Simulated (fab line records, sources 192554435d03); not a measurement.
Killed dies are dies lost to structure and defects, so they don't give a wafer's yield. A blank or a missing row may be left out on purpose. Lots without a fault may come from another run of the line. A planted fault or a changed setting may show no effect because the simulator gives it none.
Chamber matching | flow n5_finfet | N5_BEOL_M2_ETCH_70 on rie_diel-01: 4 sister chambers
The step etches SOC in N2/H2, target depth 80 nm, overetch 24 nm, time 130 s. 4 wafers are shown with their chamber, then 8 later ones without.

WAFERS WITH THEIR CHAMBER
wafer  | chamber | showerhead_plenum_p_Torr (Torr)
L085.5 | 1       | 2.37
L086.1 | 3       | 2.60
L086.3 | 2       | 2.70
L088.1 | 0       | 2.65

WAFERS WITHOUT THEIR CHAMBER
wafer  | showerhead_plenum_p_Torr (Torr)
L088.4 | 2.60
L088.5 | 2.60
L090.1 | 2.65
L090.3 | 2.69
L090.5 | 2.60
L095.2 | 2.59
L095.4 | 2.69
L095.6 | 2.64

WHICH CHAMBER EACH WENT THROUGH
wafer  | from the rows above | in truth
L088.4 | 3                   | 3
L088.5 | 3                   | 3
L090.1 | 0                   | 0
L090.3 | 2                   | 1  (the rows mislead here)
L090.5 | 3                   | 3
L095.2 | 3                   | 3
L095.4 | 2                   | 2
L095.6 | 0                   | 0
Placed correctly: 7 of 8. Can't be placed from these rows: 0. Placed wrongly: 1.
How it was worked out, from the rows above alone: a wafer's distance from a chamber is the root of the sum, over the readings, of the square of ((its reading less the chamber's mean) divided by the reading's scatter). The wafer belongs to the nearest chamber; if the next one is less than 2 further off, it can't be placed. A chamber's mean is the mean of its shown wafers. The scatter: with one shown wafer a chamber, the root of the mean of the squares of how far each hidden wafer lies from its nearest shown one.
